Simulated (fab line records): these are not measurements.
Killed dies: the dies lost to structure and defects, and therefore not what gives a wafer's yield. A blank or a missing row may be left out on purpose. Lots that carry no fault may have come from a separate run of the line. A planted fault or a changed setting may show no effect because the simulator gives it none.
The tool behind it: which one? | flow n5 finfet | 27 wafers from 10 lots sampled at 4 of the route's 1938 steps

WHAT THE GAUGES READ, wafer by wafer
N5_BEOL_M4_RC_MEAS_101. Usual: DIBL_N 36.0 mV/V, standard deviation 1.9; DIBL_P 36.0 mV/V, standard deviation 2.1; IOFF_N 0.155 nA/um, standard deviation 0.029; IOFF_P 0.20 nA/um, standard deviation 0.032; ION_N 672 uA/um, standard deviation 11; ION_P 461 uA/um, standard deviation 6.9; SS_N 71.5 mV/dec, standard deviation 0.58; SS_P 73.2 mV/dec, standard deviation 0.64; VT_N 250.4 mV, standard deviation 2.9; VT_P -251.0 mV, standard deviation 2.8.
lot  | measured     | on        | DIBL_N (mV/V)  | DIBL_P (mV/V)  | IOFF_N (nA/um)    | IOFF_P (nA/um) | ION_N (uA/um) | ION_P (uA/um) | SS_N (mV/dec)  | SS_P (mV/dec)  | VT_N (mV)         | VT_P (mV)            | flag
L416 | day 8 17:25  | prober-02 | 36.5 34.5 34.4 | 35.3 33.6 33.3 | 0.129 0.114 0.112 | 0.19 0.18 0.17 | 654 672 666   | 452 470 462   | 71.4 71.0 70.8 | 73.9 72.9 72.3 | 254.5 254.6 254.9 | -251.4 -251.4 -253.8 |
L417 | day 8 19:13  | prober-01 | 34.9 35.2 36.4 | 34.6 35.3 35.9 | 0.145 0.160 0.168 | 0.22 0.22 0.22 | 661 670 669   | 457 462 460   | 71.4 71.6 72.3 | 72.4 73.1 72.6 | 249.4 245.6 247.4 | -248.6 -248.3 -250.0 |
L418 | day 8 19:07  | prober-02 | 38.1 39.6 39.5 | 39.4 40.4 39.7 | 0.192 0.218 0.213 | 0.26 0.27 0.27 | 696 682 705   | 475 466 478   | 71.6 72.0 71.0 | 74.1 73.4 73.7 | 247.3 244.8 247.4 | -244.9 -248.1 -247.3 |
L419 | day 9 18:07  | prober-01 | 34.8 36.1      | 34.1 35.2      | 0.124 0.143       | 0.19 0.20      | 666 660       | 460 460       | 71.1 71.8      | 72.9 73.1      | 252.0 251.5       | -249.1 -249.3        |
L420 | day 9 22:37  | prober-02 | 40.6 39.2 41.7 | 39.6 39.2 41.4 | 0.218 0.194 0.236 | 0.27 0.25 0.30 | 676 686 678   | 465 466 467   | 72.8 72.2 72.6 | 74.5 74.2 74.4 | 248.8 246.9 246.5 | -248.0 -246.9 -246.9 |
L431 | day 12 15:49 | prober-02 | 36.1 38.4 40.0 | 36.5 39.7 41.4 | 0.134 0.181 0.216 | 0.18 0.22 0.26 | 661 688 681   | 454 462 465   | 71.1 71.6 72.0 | 72.7 74.1 75.0 | 256.5 251.6 251.1 | -253.1 -251.1 -249.7 |
L434 | day 13 00:13 | prober-02 | 35.1 32.9 35.1 | 36.4 34.1 37.0 | 0.144 0.119 0.155 | 0.21 0.18 0.22 | 677 654 681   | 467 453 469   | 70.6 70.8 71.7 | 73.3 72.2 73.2 | 249.4 250.0 247.5 | -251.5 -251.7 -249.1 |
L438 | day 13 23:31 | prober-01 | 37.5 35.8 38.0 | 36.0 34.7 36.4 | 0.179 0.147 0.173 | 0.23 0.20 0.24 | 672 678 657   | 465 460 450   | 71.6 71.1 71.5 | 73.9 72.9 73.8 | 248.6 251.6 248.6 | -246.8 -250.3 -252.1 |

N5_PASSIVATION_INSPECT_67: inspects for defects (macro). Usual: raw defect count at 2.0, with a standard deviation of 1.3.
lot  | measured     | on                | raw defect count | flag
L416 | day 12 13:13 | defect inspect-01 | 0 1 2            |
L417 | day 12 23:04 | defect inspect-02 | 2 2 1            |
L418 | day 12 22:22 | defect inspect-02 | 1 0 1            |
L419 | day 14 07:02 | defect inspect-02 | 2 1              |
L420 | day 14 01:40 | defect inspect-01 | 0 3 3            |
L431 | day 16 18:20 | defect inspect-02 | 4 2 3            |
L434 | day 17 13:14 | defect inspect-02 | 1 4 3            |
L438 | day 18 04:44 | defect inspect-01 | 2 3 1            |

TOOL THAT RAN EACH LOT (tool first, then ch and the chambers of the sampled wafers, then the start)
lot  | N5_PMOS_HMC_CHANNEL_EPI_ETCH_32   | N5_PASSIVATION_STRIP_14
L416 | rie diel-04 ch 0,1, day 1 23:10   | rie diel-04 ch 0,2,3, day 12 10:09
L417 | rie diel-01 ch 1,2,3, day 2 05:33 | rie diel-05 ch 1,2, day 12 19:02
L418 | rie diel-05 ch 0,3, day 2 11:29   | rie diel-05 ch 1,2,3, day 12 18:11
L419 | rie diel-04 ch 2,3, day 2 19:38   | rie diel-04 ch 1,2, day 14 03:23
L420 | rie diel-01 ch 0,2, day 3 01:31   | rie diel-04 ch 0,1, day 13 22:16
L427 | rie diel-01 ch 1,2, day 4 17:18   | -
L429 | rie diel-01 ch 1,3, day 5 05:11   | -
L431 | rie diel-04 ch 0,1, day 5 18:56   | rie diel-04 ch 0,3, day 16 15:03
L434 | rie diel-04 ch 0,1,3, day 6 11:54 | rie diel-01 ch 0,1,2, day 17 10:04
L438 | rie diel-05 ch 1,2,3, day 7 11:55 | rie diel-05 ch 1,2, day 18 01:04
- N5_PMOS_HMC_CHANNEL_EPI_ETCH_32: etches BARC in N2/H2, stops on SiO2, target depth 85.8 nm, time 50.3 s.
- N5_PASSIVATION_STRIP_14: strips in O2.

WHAT THE TOOLS THEMSELVES READ (means of the sampled wafers that have a number; where no wafer has one, the mark that the record gives instead)
N5_PMOS_HMC_CHANNEL_EPI_ETCH_32. Usual: drypump motor current A 5.7 A, standard deviation 0.33; oes product au 0.65 a.u., standard deviation 0.059; rf vpp V 524.4 V, standard deviation 2; showerhead plenum p Torr 2.56 Torr, standard deviation 0.068; throttle valve pct 17.87 %, standard deviation 0.22.
lot  | tool        | drypump motor current A (A) | oes product au (a.u.) | rf vpp V (V) | showerhead plenum p Torr (Torr) | throttle valve pct (%) | flag
L416 | rie diel-04 | 5.9                         | 0.62                  | 525.8        | 2.64                            | 17.98                  |
L417 | rie diel-01 | 5.5                         | 0.65                  | 522.8        | 2.51                            | 17.90                  |
L418 | rie diel-05 | 5.5                         | 0.59                  | 521.7        | 2.45                            | 18.01                  |
L419 | rie diel-04 | 6.1                         | 0.61                  | 523.9        | 2.57                            | 17.95                  |
L420 | rie diel-01 | 5.4                         | 0.66                  | 524.0        | 2.54                            | 18.08                  |
L427 | rie diel-01 | 5.5                         | 0.56                  | 523.0        | 2.53                            | 18.02                  |
L429 | rie diel-01 | 5.6                         | 0.58                  | 521.7        | 2.50                            | 17.74                  |
L431 | rie diel-04 | 5.9                         | 0.61                  | 525.2        | 2.62                            | 18.02                  |
L434 | rie diel-04 | 6.0                         | 0.60                  | 525.7        | 2.62                            | 18.05                  |
L438 | rie diel-05 | 5.6                         | 0.63                  | 523.7        | 2.53                            | 17.80                  |

N5_PASSIVATION_STRIP_14. Usual: drypump motor current A 5.6 A, standard deviation 0.32; oes product au 0.80 a.u., standard deviation 0.099; rf vpp V 3.7 V, standard deviation 0.98; showerhead plenum p Torr 2.09 Torr, standard deviation 0.055; throttle valve pct 16.61 %, standard deviation 0.17.
lot  | tool        | drypump motor current A (A) | oes product au (a.u.) | rf vpp V (V) | showerhead plenum p Torr (Torr) | throttle valve pct (%) | flag
L416 | rie diel-04 | 5.9                         | 0.89                  | 4.8          | 2.11                            | 16.35                  |
L417 | rie diel-05 | 5.7                         | 0.70                  | 3.4          | 2.08                            | 16.72                  |
L418 | rie diel-05 | 5.5                         | 0.69                  | 4.6          | 2.08                            | 16.74                  |
L419 | rie diel-04 | 6.2                         | 0.89                  | 4.0          | 2.09                            | 16.38                  |
L420 | rie diel-04 | 6.1                         | 0.96                  | 3.0          | 2.15                            | 16.47                  |
L431 | rie diel-04 | 5.8                         | 0.85                  | 3.1          | 2.12                            | 16.48                  |
L434 | rie diel-01 | 5.4                         | 0.78                  | 3.3          | 2.07                            | 16.74                  |
L438 | rie diel-05 | 5.6                         | 0.83                  | 3.6          | 2.07                            | 16.48                  |

THE ANSWER, worked out from the rows above alone
Rule: take the mean of a lot's wafers that have a number; if it is more than 3 standard deviations from the usual mean, the lot is off. A lot without any number at a reading at which 4 lots or more have one is off too. The other lots that the step has rows for count as sound. Order of review: gauges by route order, followed by the tools' own readings, for which a lot's mean as printed above is used. The first step at which some lot is off is used, and at that step the reading that is off furthest; a lot without a number counts as furthest.
No lot is off at any reading shown: from this, nothing can be told.

WHAT HAD BEEN PUT IN BY THE SIMULATOR
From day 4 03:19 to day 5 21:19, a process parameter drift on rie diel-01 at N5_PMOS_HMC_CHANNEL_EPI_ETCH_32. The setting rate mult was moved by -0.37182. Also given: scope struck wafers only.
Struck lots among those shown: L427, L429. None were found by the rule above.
